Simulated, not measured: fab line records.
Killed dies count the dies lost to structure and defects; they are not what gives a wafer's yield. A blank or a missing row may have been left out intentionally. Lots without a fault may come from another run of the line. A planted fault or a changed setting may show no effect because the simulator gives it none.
fab line records ; flow n5Finfet
[record] lots = 3; wafers = 8; lastDay = 16
route steps=1938 shown BEOL_M7@1299 BEOL_M8@1332 BEOL_M15@1830 PASSIVATION@1936
lots that met no fault: taken from a fault-free run of the same line
startH: hours from the record's opening day to when the first of the lot's shown wafers began ; waitH: hours since the lot's step before ; " identical to the entry in the row above ; L1.1+2: several wafers, shown together as one row ; - value missing, or start not given ; * or withheld: withheld ; < > ~ a bound
route shown NAME@n: a module of which the file shows steps, and the number in the route of the first ; usual: mean and standard deviation over wafers with no fault ; same: alike in all rows ; chamber/n: place in a boat ; sites: each site's reading ; _std_site: how widely they spread, as a standard deviation ; _edge_site: the outer-site mean with the inner-site mean subtracted ; radiusMm: how far each site lies from the wafer's centre ; mask NAME#n: copy n ; behind: the last tool/chamber to shape the wafer ; hold: why the lot went on hold/how many hours it stayed there/how the hold came to an end ; device: which transistor (n, p or np) failed to switch ; end of line: at the end of the route, the tests of the same wafers ; a step without rows: its recipe alone ; killed: at the first sort, the dies lost to defects and structure; wafer yield is something else ; map: dies across one wafer; x = killed, . = not, _ = none there
set.NAME: the setting that was run; set.NAME@STEP: the one run at that earlier step ; model.NAME: the simulator's own value behind a step, which no gauge read
lots at selected steps of the route; one table per step, one row per wafer
services: when a tool's chamber went out of use (startH, in hours from the record's first day, below 0 if earlier), for how many hours, and the reason
[[steps]]
[step N5_BEOL_M7_DESCUM_33]
[recipe] chemistry = O2; timeS = 7; sourcePowerW = 50; biasPowerW = 20; pressureMtorr = 20; rfFrequencyHz = 2.712e+07; tempC = 40; resist = CAR-EUV; o2FlowSccm = 225
[step N5_BEOL_M7_ETCH_72]
[recipe] chemistry = N2/H2; target = underlayer; targetDepthA = 65; maskMaterial = CAR-EUV; timeS = 5.2; ionEnergyEv = 200; pressureMtorr = 30; sourceW = 840; biasW = 150; n2FlowSccm = 200; h2FlowSccm = 200; ends = cleared
[step N5_BEOL_M7_ETCH_65]
[recipe] chemistry = CF4; target = SiARC; targetDepthA = 156; maskMaterial = CAR-EUV; timeS = 26; ionEnergyEv = 80; pressureMtorr = 40; sourceW = 545; biasW = 36; Ar_flow_sccm = 100; cf4FlowSccm = 100; ends = cleared
[step N5_BEOL_M7_ETCH_66]
[recipe] chemistry = N2/H2; target = SOC; targetDepthA = 800; overetchA = 160; maskMaterial = SiARC; tempC = 40; timeS = 120; ionEnergyEv = 200; pressureMtorr = 30; sourceW = 840; biasW = 150; n2FlowSccm = 200; h2FlowSccm = 200
[step N5_BEOL_M7_STRIP_69]
[recipe] chemistry = N2/H2; tempC = 40; n2FlowSccm = 200; h2FlowSccm = 200; rfFrequencyHz = 6e+07
[step N5_BEOL_M7_STRIP_73]
[recipe] chemistry = N2/H2; tempC = 40; n2FlowSccm = 200; h2FlowSccm = 200; rfFrequencyHz = 6e+07
[step N5_BEOL_M7_VIA_ETCH_34]
[recipe] chemistry = C4F6/O2; target = SiCOH_lowk; targetDepthA = 1255; maskMaterial = SOC; taperDeg = 4; timeS = 50.5; ionEnergyEv = 250; pressureMtorr = 30; sourceW = 345; biasW = 185; Ar_flow_sccm = 300; C4F6_flow_sccm = 10; O2_flow_sccm = 10
[step N5_BEOL_M7_STRIP_76]
[recipe] chemistry = C4F6/O2; resist = SiARC; rfFrequencyHz = 6e+07
[step N5_BEOL_M7_STRIP_36]
[recipe] chemistry = N2/H2; powerW = 450; tempC = 40; pressureMtorr = 20; rfFrequencyHz = 6e+07; overashFraction = 0.3; biasPowerW = 7; h2Frac = 0.5; n2FlowSccm = 200; h2FlowSccm = 200
[step N5_BEOL_M7_TRENCH_ETCH_37]
[recipe] chemistry = C4F6/O2; targetDepthA = 934.78; target = SiCOH_lowk; timeS = 31.2; ionEnergyEv = 250; pressureMtorr = 30; sourceW = 345; biasW = 185; Ar_flow_sccm = 300; C4F6_flow_sccm = 10; O2_flow_sccm = 10
[usual] biasW = 185.0/0.55; drypumpMotorCurrentA = 5.6/0.47; oes_f_703_au = 0.79/0.075; oesProductAu = 0.80/0.082; rfVppV = 666/20; runLengthS = 54.6/0.48; showerheadPlenumPTorr = 2.81/0.078; throttleValvePct = 21.0/0.37
lot.wafer;tool;chamber;startH;waitH;biasW;drypumpMotorCurrentA;oes_f_703_au;oesProductAu;rfHoursCounterH;rfVppV;runLengthS;showerheadPlenumPTorr;throttleValvePct;model.etch.depthNm;model.BEOL_M7.featureDepthNm;model.TiN_of_BEOL_M7_HM_DEP_02.thkNm
L301.1;rieDiel-06;3;230.34;-;185.2;5.3;0.76;0.72;187;650;54.5;2.73;21.3;93.65;93.6;17.4
L301.3;rieDiel-06;0;230.34;-;184.3;5.4;0.82;0.82;-;673;54.3;2.76;21.1;92.36;92.4;17.6
L301.6;rieDiel-06;0;230.34;-;184.3;5.4;0.82;0.82;-;673;53.8;2.76;21.1;92.04;92;17.2
L311.1;rieDiel-06;2;284.99;-;185.3;4.8;0.83;0.86;33;659;55.0;2.94;20.8;90.61;90.6;17
L311.6;rieDiel-06;1;284.99;-;185.0;5.1;0.86;0.93;-;694;62.4;3.02;20.7;120;120;16.6
L313.2;rieDiel-04;0;308.15;-;185.9;5.6;0.88;0.88;32;652;54.7;2.78;21.0;92.45;92.4;17.2
L313.3;rieDiel-04;2;308.15;-;185.3;6.1;0.95;0.97;2;667;54.8;2.93;21.0;94.07;94;17
L313.4;rieDiel-04;3;308.15;-;185.4;5.3;0.69;0.69;242;674;54.7;2.95;21.0;92.22;92.2;17.6
[step N5_BEOL_M7_ETCH_41]
[recipe] chemistry = CH3F/O2; target = SiCN; targetDepthA = 319; taperDeg = 2; timeS = 57.8; ionEnergyEv = 120; maskMaterial = TiN; pressureMtorr = 30; sourceW = 395; biasW = 75; Ar_flow_sccm = 150; CH3F_flow_sccm = 30; O2_flow_sccm = 20
[step N5_BEOL_M7_STRIP_80]
[recipe] chemistry = N2/H2; timeS = 10; powerW = 450; tempC = 40; pressureMtorr = 20; rfFrequencyHz = 6e+07; biasPowerW = 7; n2FlowSccm = 200; h2FlowSccm = 200
[step N5_BEOL_M7_OCD_MEAS_38]
[usual] trenchDepthNm = 93.0/1.5
lot.wafer;tool;chamber;startH;waitH;trenchDepthNm
L301.1;ocd-02;-;230.56;-;93.5
L301.3;ocd-02;-;230.56;-;91.9
L301.6;ocd-02;-;230.56;-;92.4
L311.1;ocd-02;-;285.15;-;90.9
L311.6;ocd-02;-;285.15;-;120.1
L313.2;ocd-02;-;308.31;-;93.0
L313.3;ocd-02;-;308.31;-;93.8
L313.4;ocd-02;-;308.31;-;92.3
[step N5_BEOL_M7_HM_STRIP_39]
[recipe] chemistry = peroxideTinStrip; material = TiN; targetDepthA = 250; tempC = 50; timeS = 158
[step N5_BEOL_M7_SRD_40]
[recipe] timeS = 30; tempC = 23; rinseLiquid = diw; dry = ipaMarangoni
[step N5_BEOL_M7_PRECLEAN_42]
[recipe] chemistry = residueRemover; timeS = 60; tempC = 40
[step N5_BEOL_M7_SRD_43]
[recipe] timeS = 30; tempC = 23; rinseLiquid = diw; dry = ipaMarangoni
[step N5_BEOL_M7_CURE_75]
[recipe] tempC = 370; timeS = 120; ambient = DMADMS/He; material = SiCOH_lowk
[step N5_BEOL_M7_DEGAS_44]
[recipe] ambient = vacuum; tempC = 250; timeS = 60
[step N5_BEOL_M7_PRE_CLEAN_45]
[recipe] gas = H2/He; timeS = 30; tempC = 250
[step N5_BEOL_M7_ALD_77]
[recipe] material = TaN; targetThkA = 20; tempC = 275; aldPrecursorFamily = PDMAT; aldCoReactant = NH3; pressureTorr = 3; carrierFlowSccm = 1500; pulseTimeS = 2; purgeTimeS = 3; coReactantPurgeTimeS = 2; coReactantPulseTimeS = 3; aldCycles = 40; precursorVesselTempC = 75; precursorVesselPressureTorr = 26.25; precursorVesselCarrierSccm = 1000
[step N5_BEOL_M7_SURFACE_TREAT_79]
[recipe] gas = Ar; timeS = *; ionEnergyEv = *; ionCurrentMaCm2 = 0.5; pressureMtorr = *; arFlowSccm = 30
[step N5_BEOL_M7_CVD_78]
[recipe] material = Co; targetThkA = 20; tempC = withheld; precursor = CCTBA/H2; pressureTorr = 30; timeS = 142.3
[step N5_BEOL_M7_SPUTTER_48]
[recipe] material = Cu; targetThkA = 100; tempC = -20; biasV = 60; powerW = 26000; chamberPressurePa = 0.13; timeS = 1.667
[step N5_BEOL_M7_ECD_50]
[recipe] material = Cu; targetThkA = 3000
[step N5_BEOL_M7_ANNEAL_51]
[recipe] tempC = 225; timeS = 90; ambient = N2
[step N5_BEOL_M7_CMP_52]
[recipe] stopOn = SiCOH_lowk; tOverpolishS = 6.9; downForcePsi = 1; platenRpm = 50; clearingPlatenDownForcePsi = 1.5; clearingPlatenRpm = 50; postCmpClean = cuAlkaline; targetThkNm = 80; clearingPlatenPadVelocityMS = 0.99484; padVelocityMS = 0.99484
[usual] barrierFieldEndpointS = 28.4/0.95; motorCurrentA = 6.2/0.47; overpolishRunS = 6.899/0.0091; platenRpm = 50.00/0.039; slurryFlowMlMin = 150.0/0.47; timeToEndpointS = 59/4.3
lot.wafer;tool;chamber;startH;waitH;barrierFieldEndpointS;motorCurrentA;overpolishRunS;platenRpm;slurryFlowMlMin;timeToEndpointS;model.Cu_of_BEOL_M7_ECD_50.thkNm
L301.1;cmp-04;1;234.57;0.5;27.6;6.5;6.902;50.03;149.8;57;79.6
L301.3;cmp-04;2;234.57;0.5;30.3;6.2;6.891;50.03;149.8;68;80.2
L301.6;cmp-04;1;234.57;0.5;27.8;5.8;6.886;49.98;149.6;58;77.6
L311.1;cmp-04;3;287.12;0.4;26.9;6.1;6.898;49.96;150.0;54;76
L311.6;cmp-04;1;287.12;0.4;28.8;6.3;6.906;49.99;150.3;58;106.2
L313.4;cmp-03;2;310.01;0.2;28.1;6.2;6.904;50.01;149.7;59;75.6
L313.2;cmp-03;3;310.01;0.2;28.1;6.3;6.903;50.07;149.6;58;75
L313.3;cmp-03;0;310.01;0.2;26.9;6.8;6.897;50.04;149.7;53;76.8
[step N5_BEOL_M7_THK_MEAS_53]
[recipe] thkMeasGauge = xrf; reads = Cu_of_BEOL_M7_ECD_50
[usual] M7_THK = 78.2/2.1
lot.wafer;tool;chamber;startH;waitH;M7_THK[nm]
L301.1;filmMetro-01;-;234.88;0.3;78.0
L301.3;filmMetro-01;-;234.88;0.3;78.8
L301.6;filmMetro-01;-;234.88;0.3;76.0
L311.1;filmMetro-02;-;287.30;-;75.8
L311.6;filmMetro-02;-;287.30;-;105.5
L313.2;filmMetro-01;-;310.27;-;74.8
L313.3;filmMetro-01;-;310.27;-;76.2
L313.4;filmMetro-01;-;310.27;-;75.3
[step N5_BEOL_M7_PRE_CLEAN_55]
[recipe] gas = NH3; timeS = 15; tempC = withheld; rfPowerW = 300
[step N5_BEOL_M7_DEP_56]
[recipe] material = SiCN; targetThkA = 100; tempC = withheld; precursor = 3MS/NH3; pressureTorr = 3; rfW = 202; timeS = 17.5
[step N5_BEOL_M7_RS_MEAS_57]
[recipe] thkMeasGauge = four-point-probe; reads = Cu_of_BEOL_M7_ECD_50+Co_of_BEOL_M7_CVD_78+TaN_of_BEOL_M7_ALD_77
[usual] M7_RS = 0.292/0.0091
lot.wafer;tool;chamber;startH;waitH;M7_RS[ohm/sq]
L301.1;filmMetro-02;-;235.04;0.1;0.287
L301.3;filmMetro-02;-;235.04;0.1;0.284
L301.6;filmMetro-02;-;235.04;0.1;0.296
L311.1;filmMetro-01;-;287.43;0.1;0.305
L311.6;filmMetro-01;-;287.43;0.1;0.206
L313.2;filmMetro-01;-;310.40;0.1;0.308
L313.3;filmMetro-01;-;310.40;0.1;0.300
L313.4;filmMetro-01;-;310.40;0.1;0.306
[step N5_BEOL_M8_ILD_DEP_00]
[recipe] material = SiCOH_lowk; targetThkA = 1797.5; tempC = 300; precursor = DEMS/porogen; pressureTorr = 5; rfW = 500; timeS = 33.4
[step N5_BEOL_M8_CURE_74]
[recipe] tempC = 385; timeS = 240; ambient = He/Ar; material = SiCOH_lowk
[step N5_BEOL_M8_PECVD_70]
[recipe] material = SiO2; targetThkA = 200; tempC = 400; precursor = TEOS/O2; pressureTorr = 5.5; rfW = 450; teosFlowSccm = 53.8; gas = O2; flowSccm = 3000; timeS = 22.7
[step N5_BEOL_M8_HM_DEP_02]
[recipe] material = TiN; targetThkA = 200; tempC = 25; chamberPressurePa = 0.49996
[step N5_BEOL_M8_COAT_59]
[recipe] resist = SOC; tempC = 250; timeS = 60; spinRpm = 1500; resistThkNm = 100
[step N5_BEOL_M15_RC_MEAS_101]
[usual] etestTempC = 25.01/0.11; COMB_M10 = 1.42e-11/2.9e-12; COMB_M11 = 1.5e-11/3.1e-12; COMB_M12 = 6.8e-12/1.3e-12; COMB_M13 = 5.1e-12/1.1e-12; COMB_M14 = 3.7e-12/8.8e-13; COMB_M15 = 2.7e-12/6.4e-13; COMB_M5 = 3.7e-11/8.3e-12; COMB_M6 = 2.5e-11/4.8e-12; COMB_M8 = 2.7e-11/5.2e-12; COMB_M9 = 1.5e-11/3.1e-12; SERP_M10 = 3.03/0.11; SERP_M11 = 3.09/0.085; SERP_M12 = 0.624/0.02; SERP_M13 = 0.308/0.0087; SERP_M14 = 0.156/0.0058; SERP_M5 = 40.3/2.2; SERP_M6 = 13.5/0.73; SERP_M6_max_site = 14.1/0.78; SERP_M7 = 14.3/0.75; SERP_M7_max_site = 14.9/0.81; SERP_M8 = 13.8/0.71; SERP_M9 = 3.07/0.085
lot.wafer;tool;chamber;startH;waitH;etestTempC;COMB_M10[S/m];COMB_M11[S/m];COMB_M12[S/m];COMB_M13[S/m];COMB_M14[S/m];COMB_M15[S/m];COMB_M5[S/m];COMB_M6[S/m];COMB_M8[S/m];COMB_M9[S/m];SERP_M10[ohm/um];SERP_M11[ohm/um];SERP_M12[ohm/um];SERP_M13[ohm/um];SERP_M14[ohm/um];SERP_M5[ohm/um];SERP_M6[ohm/um];SERP_M6_max_site[ohm/um];SERP_M7[ohm/um];SERP_M7_max_site[ohm/um];SERP_M8[ohm/um];SERP_M9[ohm/um]
L301.1;prober-01;0;309.24;0.0;25.02;1.34e-11;1e-11;4.3e-12;3.3e-12;2.6e-12;3.2e-12;3.4e-11;2.9e-11;1.7e-11;2e-11;3.07;3.05;0.617;0.304;0.160;37.4;14.0;14.7;14.2;14.7;12.8;3.07
L301.3;prober-01;0;309.24;0.0;25.13;1.13e-11;1.3e-11;7e-12;3.7e-12;2.6e-12;3e-12;4.1e-11;3.2e-11;3.6e-11;1.7e-11;3.10;3.02;0.645;0.303;0.149;40.7;13.8;14.2;14.3;14.7;13.5;3.05
L301.6;prober-01;0;309.24;0.0;25.08;1.09e-11;1.1e-11;4.7e-12;5.1e-12;2.8e-12;2e-12;5.3e-11;3.8e-11;2e-11;2.4e-11;3.04;2.96;0.631;0.295;0.158;36.9;13.9;14.2;15.5;15.8;13.4;3.05
L311.1;prober-02;0;350.42;0.0;24.94;1.65e-11;1.2e-11;7.9e-12;6.3e-12;3.9e-12;3.3e-12;3.1e-11;3.5e-11;2.6e-11;1.4e-11;3.12;3.13;0.661;0.309;0.161;39.7;13.0;13.4;14.6;15.3;13.0;2.98
L311.6;prober-02;0;350.42;0.0;24.96;1.14e-11;1.2e-11;1.11e-11;4.6e-12;3e-12;3.5e-12;2.9e-11;3.1e-11;3e-11;1.7e-11;3.02;3.12;0.653;0.305;0.152;36.1;13.3;13.7;10.4;10.8;13.0;3.12
L313.2;prober-01;0;366.97;0.2;24.89;1.2e-11;1.7e-11;6.2e-12;7.3e-12;3.9e-12;2.8e-12;4.4e-11;2.3e-11;3.4e-11;1.7e-11;3.15;3.05;0.595;0.319;0.151;37.6;14.1;14.7;15.5;16.2;14.0;2.96
L313.3;prober-01;0;366.97;0.2;24.83;1.32e-11;1.3e-11;5.9e-12;6.2e-12;3.1e-12;2.8e-12;5.2e-11;2.4e-11;2.5e-11;2.4e-11;3.17;3.12;0.610;0.318;0.160;39.2;14.4;15.0;14.3;14.7;12.8;3.09
L313.4;prober-01;0;366.97;0.2;24.95;1.41e-11;1.4e-11;6.5e-12;6.3e-12;2.9e-12;3.2e-12;2.8e-11;2.1e-11;2.7e-11;1.3e-11;3.12;3.10;0.620;0.315;0.154;40.0;14.2;15.0;15.7;15.8;13.8;2.99
// sites SERP_M7 radiusMm=0,75,75,75,75,140,140,140,140
L301.1 14.4 14.2 14.2 14.5 13.8 14.0 13.8 14.7 13.3
L311.1 14.0 14.1 14.3 14.6 14.2 15.3 15.1 15.2 15.3
L313.2 15.3 15.4 15.6 15.5 16.2 15.0 15.9 15.5 15.7
[step N5_PASSIVATION_PROBE_49]
[usual] defectLimitedYield = 90.5/1.7; killed_at_M0_to_M3 = 37/12; killed_at_M4_up = 14/5.2; killedAtContacts = 12/5.9; killedAtFrontEnd = 45/14; killedAtOther = 3.5/2.8; killedDies = 112/21; killedOpen = 73/15; killedShort = 36/8.9; sort_bin_5_function = 5.6/1.2; sort_bin_6_memory = 3.5/0.68; sortNPass = 1068/21; sortYieldPct = 90.5/1.8
[same] grossDies = 1180; killedAtBackSide = 0; sort_bin_4_leakage[%] = 0; sort_bin_8_speed[%] = 0
lot.wafer;tool;chamber;startH;waitH;defectLimitedYield[%];killed_at_M0_to_M3;killed_at_M4_up;killedAtContacts;killedAtFrontEnd;killedAtOther;killedDies;killedOpen;killedShort;sort_bin_5_function[%];sort_bin_6_memory[%];sortNPass;sortYieldPct[%]
L301.1;prober-01;-;322.12;0.0;91.1;22;8;10;58;7;105;53;41;5.8;3.1;1075;91.1
L301.3;prober-01;-;322.22;0.1;93.3;23;7;15;32;2;79;51;28;3.7;2.9;1101;93.3
L301.6;prober-01;-;322.37;0.3;91.5;27;23;6;41;3;100;64;28;4.8;2.8;1080;91.5
L311.1;prober-02;-;367.71;0.0;87.9;48;18;6;68;3;143;94;48;6.9;4.8;1037;87.9
L311.6;prober-02;-;367.96;0.3;90.2;38;10;5;61;2;116;73;43;6.0;3.5;1064;90.2
L313.2;prober-01;-;379.96;0.6;92.9;14;16;6;42;6;84;64;19;4.2;2.7;1096;92.9
L313.3;prober-01;-;380.01;0.7;90.0;30;9;7;66;6;118;82;33;5.2;4.3;1062;90.0
L313.4;prober-01;-;380.06;0.7;91.4;38;11;9;36;8;102;60;40;5.0;3.1;1078;91.4
// killed by level:class
L301.1 FIN_SAQP:geometricParticle:short=13 FIN_SAQP:geometricParticle:open=12 MOL_CONTACT_COAG:geometricParticle:open=8 FIN_CUT:areaEtch=8 BEOL_M0_SAQP:geometricParticle:short=5 BEOL_M0_SAQP:geometricParticle:open=5 BEOL_M3:geometricParticle:short=5 BEOL_M4:geometricParticle:open=5
L301.3 MOL_CONTACT_COAG:geometricParticle:open=11 STI_FIN_REVEAL:geometricParticle:open=7 FIN_SAQP:geometricParticle:open=5 FIN_SAQP:geometricParticle:short=5 BEOL_M0_SAQP:geometricParticle:short=5 BEOL_M0_SAQP:geometricParticle:open=5 BEOL_M2:geometricParticle:open=5 MOL_CONTACT_COAG:geometricParticle:short=4
L301.6 BEOL_M4:geometricParticle:open=11 BEOL_M2:geometricParticle:open=9 FIN_SAQP:geometricParticle:short=7 FIN_SAQP:geometricParticle:open=7 BEOL_M0_SAQP:geometricParticle:open=6 BEOL_M1:geometricParticle:open=6 STI_FIN_REVEAL:geometricParticle:open=5 MOL_CONTACT_COAG:geometricParticle:open=5
L311.1 STI_FIN_REVEAL:geometricParticle:open=24 BEOL_M0_SAQP:geometricParticle:short=15 FIN_SAQP:geometricParticle:open=14 BEOL_M1:geometricParticle:open=13 GATE_CUT:geometricParticle:short=7 BEOL_M0_SAQP:geometricParticle:open=7 BEOL_M4:geometricParticle:open=7 DUMMY_GATE:geometricParticle:open=6
L311.6 STI_FIN_REVEAL:geometricParticle:open=17 FIN_SAQP:geometricParticle:short=11 FIN_SAQP:geometricParticle:open=9 BEOL_M3:geometricParticle:open=9 BEOL_M0_SAQP:geometricParticle:open=8 GATE_CUT:geometricParticle:short=7 GATE_CUT:geometricParticle:open=6 BEOL_M0_SAQP:geometricParticle:short=6
L313.2 FIN_SAQP:geometricParticle:open=12 STI_FIN_REVEAL:geometricParticle:open=7 BEOL_M4:geometricParticle:open=6 STARTING-WAFER:geometricParticle:open=6 GATE_CUT:geometricParticle:short=4 MOL_CONTACT_COAG:geometricParticle:open=4 BEOL_M2:geometricParticle:open=4 BEOL_M3:geometricParticle:open=4
L313.3 STI_FIN_REVEAL:geometricParticle:open=32 FIN_SAQP:geometricParticle:open=7 BEOL_M3:geometricParticle:open=6 BEOL_M0_SAQP:geometricParticle:short=6 BEOL_M1:geometricParticle:open=6 STI_FIN_REVEAL:geometricParticle:short=5 BEOL_M2:geometricParticle:open=5 GATE_CUT:geometricParticle:open=4
L313.4 STI_FIN_REVEAL:geometricParticle:open=9 BEOL_M3:geometricParticle:open=8 MOL_CONTACT_COAG:geometricParticle:open=7 FIN_SAQP:geometricParticle:open=6 BEOL_M0_SAQP:geometricParticle:short=6 BEOL_M2:geometricParticle:open=6 BEOL_M0_SAQP:geometricParticle:open=5 PASS1_CAP:geometricParticle:short=5
[[services]]
tool;chamber;startH;hours;kind
cmp-03;-;215.20;0.3;repair
rieDiel-06;2;218.19;13.6;repair
cmp-03;-;218.81;6.2;pm
rieDiel-06;0;220.16;6.2;repair
cmp-04;-;242.38;4.0;pm
cmp-04;-;246.38;-;consumableReplace:conditioner
cmp-04;-;246.38;-;consumableReplace:pad
cmp-03;-;265.13;2.8;repair
rieDiel-06;-;266.11;2.8;pm
rieDiel-04;0;266.58;4.5;repair
rieDiel-04;2;276.19;-;clean
rieDiel-04;2;276.19;-;consumableReplace:focusRing
rieDiel-04;2;276.19;25.5;scheduledDown
rieDiel-04;2;276.19;25.5;ventCycle
cmp-03;-;276.80;1.5;repair
cmp-04;-;285.10;1.0;repair
cmp-03;-;299.54;3.2;repair
[[key]]
[firstSign] step = N5_BEOL_M7_TRENCH_ETCH_37; reading = runLengthS; direction = up; sigmas = 16; usual = *; struck = *
[effect] step = N5_BEOL_M7_OCD_MEAS_38; reading = trenchDepthNm; direction = up; sigmas = 18; usual = 93.0; struck = 120.1
[effect] step = N5_BEOL_M7_THK_MEAS_53; reading = M7_THK; direction = up; sigmas = 13; usual = 78.2; struck = 105.5
[effect] step = N5_BEOL_M7_RS_MEAS_57; reading = M7_RS; direction = down; sigmas = 9.5; usual = 0.292; struck = 0.206
[effect] step = N5_BEOL_M15_RC_MEAS_101; reading = SERP_M7; direction = down; sigmas = 5.2; usual = 14.3; struck = 10.4
[modelEffect] step = N5_BEOL_M7_TRENCH_ETCH_37; value = etch.depthNm; without = 94.15; struck = 120
[modelEffect] step = N5_BEOL_M7_CMP_52; value = Cu_of_BEOL_M7_ECD_50.thkNm; without = 80.4; struck = 106.2
metAt N5_BEOL_M7_TRENCH_ETCH_37
struckWafers L311.6
onsetBetween 230.34 284.99
[fault] kind = processParameterDrift; tool = rieDiel-06; chamber = -; onsetH = 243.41; steps = N5_BEOL_M7_TRENCH_ETCH_37; channel = timeS; offset = *; shape = step; endH = 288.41; scope = struckWafersOnly; actsIn = *; stated = *
